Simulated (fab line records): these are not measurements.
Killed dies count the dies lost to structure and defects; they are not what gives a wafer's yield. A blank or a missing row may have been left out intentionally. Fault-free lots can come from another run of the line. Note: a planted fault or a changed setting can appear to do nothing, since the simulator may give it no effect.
Which tool was responsible? | flow nandHarc | 11 lots with 33 wafers sampled at 7 steps, on a route of 1302 steps

WHAT THE GAUGES SHOWED, per wafer
NHARC_P_GATE_CD_MEAS_26 targets a cd of 120 nm.
lot  | measured     | on       | cdNm (nm)
L848 | day 5 20:32  | cdSem-01 | 119.3 119.7 117.6
L849 | day 6 12:47  | cdSem-03 | 120.7 119.3 119.9
L851 | day 7 05:45  | cdSem-02 | 118.3 118.8 120.1
L852 | day 7 21:13  | cdSem-02 | 119.2 120.1 118.7
L853 | day 7 21:38  | cdSem-03 | 121.0 119.9 119.6
L854 | day 8 10:43  | cdSem-01 | 118.7 119.6 118.7
L856 | day 9 10:59  | cdSem-01 | 119.9 120.3 118.9
L860 | day 11 03:19 | cdSem-02 | 120.1 120.4 120.4
L863 | day 12 05:20 | cdSem-02 | 95.2 95.0 94.8
L866 | day 13 05:09 | cdSem-01 | 94.2 95.1 94.5
L869 | day 14 11:45 | cdSem-02 | 120.6 119.9 119.6

NHARC_P_GATE_CD_MEAS_33.
lot  | measured     | on       | cdNm (nm)
L848 | day 5 21:32  | cdSem-02 | 122 118 115
L849 | day 6 13:47  | cdSem-02 | 129 115 121
L851 | day 7 06:44  | cdSem-03 | 116 117 120
L852 | day 7 22:12  | cdSem-03 | 112 117 118
L853 | day 7 22:37  | cdSem-03 | 121 113 114
L854 | day 8 11:41  | cdSem-02 | 118 117 116
L856 | day 9 11:58  | cdSem-01 | 113 122 117
L860 | day 11 04:20 | cdSem-01 | 122 120 123
L863 | day 12 06:20 | cdSem-03 | 93 91 97
L866 | day 13 06:08 | cdSem-03 | 100 95 99
L869 | day 14 12:44 | cdSem-01 | 115 121 121

NHARC_END_SORT_01.
lot  | measured     | on        | killedAtArray | killedAtOther | killedAtPeriphery | killedDies  | killedOpen | killedShort
L849 | day 27 09:43 | prober-01 | 21 23 31      | 1 0 0         | 3 3 2             | 25 26 33    | 1 2 3      | 1 6 0
L854 | day 27 18:29 | prober-01 | 86 101 76     | 0 0 1         | 4 2 3             | 90 103 80   | 3 3 2      | 4 3 3
L860 | day 30 09:28 | prober-02 | 58 55 62      | 2 2 0         | 2 3 3             | 62 60 65    | 3 3 5      | 6 3 9
L863 | day 31 23:44 | prober-01 | 86 81 70      | 0 2 2         | 468 493 398       | 554 576 470 | 3 3 6      | 3 1 4
L866 | day 32 05:32 | prober-02 | 87 77 94      | 1 1 1         | 239 499 303       | 327 577 398 | 4 5 3      | 6 2 4

WHICH TOOL RAN EACH LOT (tool, then ch and the chambers of the sampled wafers, then the start)
lot  | NHARC_P_GATE_PEB_24              | NHARC_P_GATE_STRIP_108            | NHARC_P_GATE_ALD_36              | NHARC_P_GATE_ETCHBACK_37
L848 | lithoTrack-01 ch 0, day 5 20:28  | rieDiel-12 ch 0,1,3, day 5 21:21  | aldSin-04 ch 0,2,3, day 6 00:08  | rieDiel-08 ch 0,1,3, no start
L849 | lithoTrack-04 ch 0, day 6 12:43  | rieDiel-08 ch 1,2, day 6 13:37    | aldSin-01 ch 1,2,3, day 6 18:26  | rieDiel-08 ch 1,2,3, day 27 09:43 or earlier
L851 | lithoTrack-04 ch 0, day 7 05:40  | rieDiel-12 ch 0,2,3, day 7 06:34  | aldSin-04 ch 2,3, day 7 07:11    | rieDiel-12 ch 1,3, no start
L852 | lithoTrack-04 ch 0, day 7 21:08  | rieDiel-02 ch 0,3, day 7 22:01    | aldSin-01 ch 1,2,3, day 7 22:39  | rieDiel-08 ch 1,2, no start
L853 | lithoTrack-06 ch 0, day 7 21:34  | rieDiel-08 ch 0,2, day 7 22:28    | aldSin-03 ch 0,1, day 7 23:04    | rieDiel-08 ch 1,2,3, no start
L854 | lithoTrack-01 ch 0, day 8 10:38  | rieDiel-02 ch 1,3, day 8 11:32    | aldSin-04 ch 0,2,3, day 8 12:10  | rieDiel-12 ch 0,2,3, day 27 18:29 or earlier
L856 | lithoTrack-04 ch 0, day 9 10:55  | rieDiel-02 ch 0,1,2, day 9 11:50  | aldSin-03 ch 1,2, day 9 12:26    | rieDiel-12 ch 2,3, no start
L860 | lithoTrack-06 ch 0, day 11 03:14 | rieDiel-08 ch 0,2,3, day 11 04:08 | aldSin-04 ch 0,2,3, day 11 05:50 | rieDiel-12 ch 1,3, day 30 09:28 or earlier
L863 | lithoTrack-04 ch 0, day 12 05:16 | rieDiel-08 ch 0,1,3, day 12 06:13 | aldSin-04 ch 2,3, day 12 07:51   | rieDiel-08 ch 2,3, day 31 23:44 or earlier
L866 | lithoTrack-04 ch 0, day 13 05:04 | rieDiel-08 ch 1,3, day 13 05:57   | aldSin-04 ch 0,1,2, day 13 08:43 | rieDiel-12 ch 0,3, day 32 05:32 or earlier
L869 | lithoTrack-06 ch 0, day 14 11:40 | rieDiel-08 ch 0,2, day 14 12:34   | aldSin-04 ch 1,3, day 14 13:11   | rieDiel-12 ch 2,3, no start
- NHARC_P_GATE_PEB_24: peb time 65 s.
- NHARC_P_GATE_STRIP_108: strips in O2.
- NHARC_P_GATE_ALD_36: deposits SiNx, target thk 20 nm, pulse time 60 s, ald cycles 223.
- NHARC_P_GATE_ETCHBACK_37: etches the open film in CHF3/O2, target depth 34.5 nm, time 17.2 s.

WHAT THE TOOLS THEMSELVES READ (means of the sampled wafers that have a number; where no wafer has one, the mark that the record gives instead)
NHARC_P_GATE_PEB_24.
lot  | tool          | heaterPowerTotalW (W) | plateTempC (C)
L848 | lithoTrack-01 | 156.8                 | 99.87
L849 | lithoTrack-04 | 156.9                 | 99.89
L851 | lithoTrack-04 | 156.6                 | 100.26
L852 | lithoTrack-04 | 156.7                 | 100.02
L853 | lithoTrack-06 | 157.0                 | 99.87
L854 | lithoTrack-01 | 156.9                 | 100.08
L856 | lithoTrack-04 | 156.9                 | 100.00
L860 | lithoTrack-06 | 157.1                 | 99.94
L863 | lithoTrack-04 | 174.8                 | 108.50
L866 | lithoTrack-04 | 174.8                 | 108.34
L869 | lithoTrack-06 | 156.7                 | 100.12

NHARC_P_GATE_STRIP_108.
lot  | tool       | drypumpMotorCurrentA (A) | oesProductAu (a.u.) | rfVppV (V) | showerheadPlenumPTorr (Torr) | throttleValvePct (%)
L848 | rieDiel-12 | 5.7                      | 1.000               | 57.7       | 3.48                         | 17.034
L849 | rieDiel-08 | 5.3                      | 0.987               | 57.5       | 3.33                         | 17.031
L851 | rieDiel-12 | 5.6                      | 1.012               | 58.0       | 3.54                         | 17.031
L852 | rieDiel-02 | 5.3                      | 0.991               | 57.9       | 3.68                         | 17.039
L853 | rieDiel-08 | 5.6                      | 0.997               | 57.4       | 3.33                         | 17.030
L854 | rieDiel-02 | 5.4                      | 1.003               | 58.9       | 3.64                         | 17.036
L856 | rieDiel-02 | 5.3                      | 1.008               | 58.0       | 3.64                         | 17.030
L860 | rieDiel-08 | 5.8                      | 0.992               | 57.6       | 3.41                         | 17.032
L863 | rieDiel-08 | 5.6                      | 0.989               | 57.6       | 3.44                         | 17.036
L866 | rieDiel-08 | 5.3                      | 0.989               | 56.7       | 3.45                         | 17.035
L869 | rieDiel-08 | 5.6                      | 1.011               | 57.6       | 3.32                         | 17.038

NHARC_P_GATE_ALD_36.
lot  | tool      | heaterPowerW (W) | precursorPulseHeightRel
L848 | aldSin-04 | 810              | 1.011
L849 | aldSin-01 | 878              | 1.009
L851 | aldSin-04 | 832              | 0.982
L852 | aldSin-01 | 867              | 0.994
L853 | aldSin-03 | 785              | 0.999
L854 | aldSin-04 | 817              | 1.025
L856 | aldSin-03 | 828              | 0.995
L860 | aldSin-04 | 811              | 1.008
L863 | aldSin-04 | 816              | 1.009
L866 | aldSin-04 | 792              | 1.009
L869 | aldSin-04 | 827              | 1.004

NHARC_P_GATE_ETCHBACK_37.
lot  | tool       | drypumpMotorCurrentA (A) | oesProductAu (a.u.) | rfVppV (V) | showerheadPlenumPTorr (Torr) | throttleValvePct (%)
L848 | rieDiel-08 | 5.6                      | 0.92                | 369.8      | 2.34                         | 20.570
L849 | rieDiel-08 | 5.4                      | 0.92                | 369.2      | 2.33                         | 20.574
L851 | rieDiel-12 | 5.7                      | 0.92                | 371.2      | 2.42                         | 20.574
L852 | rieDiel-08 | 5.1                      | 0.92                | 367.9      | 2.28                         | 20.573
L853 | rieDiel-08 | 5.5                      | 0.92                | 369.1      | 2.33                         | 20.582
L854 | rieDiel-12 | 5.6                      | 1.00                | 371.4      | 2.41                         | 20.570
L856 | rieDiel-12 | 5.8                      | 0.98                | 371.9      | 2.46                         | 20.567
L860 | rieDiel-12 | 5.5                      | 0.92                | 369.2      | 2.35                         | 20.567
L863 | rieDiel-08 | 5.6                      | 0.93                | 368.4      | 2.31                         | 20.567
L866 | rieDiel-12 | 5.9                      | 0.93                | 371.1      | 2.42                         | 20.563
L869 | rieDiel-12 | 5.7                      | 0.99                | 371.1      | 2.45                         | 20.575

THE ANSWER, worked out from the rows above alone
Rule: the usual values come from the lots themselves. The widest of any qualifying gaps counts: lots, ordered by their means at a reading, are off when they make up no more than a third of the lots, leave a main group of 4 or more, and stand apart from it by 3 or more times the standard deviation of that group's means. A main group whose means are all the same, to the digits that the tables above print for the reading, isn't used. Also off: a lot with no number at a reading for which 4 or more lots have one. Where the step has rows for the other lots, those lots are counted as sound. After the gauges, taken in route order, come the tools' own readings; for these a lot's mean is taken, as printed above. The first step at which some lot is off is used, and at that step the reading that is off furthest; a lot without a number counts as furthest.
Off: L863, L866 (NHARC_P_GATE_CD_MEAS_26, cdNm). The main group has a mean of 119.6 nm with a standard deviation of 0.52.
If a tool, at a process step before that reading, ran all the lots that are off and no sound lot after the first of them, it fits. Not tried: the gauges at NHARC_P_GATE_CD_MEAS_26; whatever is off there is also off at NHARC_P_GATE_CD_MEAS_33, on other tools, and gauge error can't account for it. One candidate fits, namely lithoTrack-04 at NHARC_P_GATE_PEB_24. Its last sound lot is L856 (day 9 10:55), its first lot that is off L863 (day 12 05:16): a fault that began between those two fits.
The tool's own readings at NHARC_P_GATE_PEB_24 bear it out: on the lots that are off they differ by more than 5 times the standard deviation of the sound lots' means. heaterPowerTotalW reads 174.8 W there against 156.8 W on the sound lots; plateTempC reads 108.42 C there against 100.01 C on the sound lots.

WHAT THE SIMULATOR PUT IN
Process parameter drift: lithoTrack-04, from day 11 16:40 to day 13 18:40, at NHARC_P_GATE_PEB_24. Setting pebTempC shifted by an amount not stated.
Lots struck among those shown: L863, L866. The rule above reached the same finding.
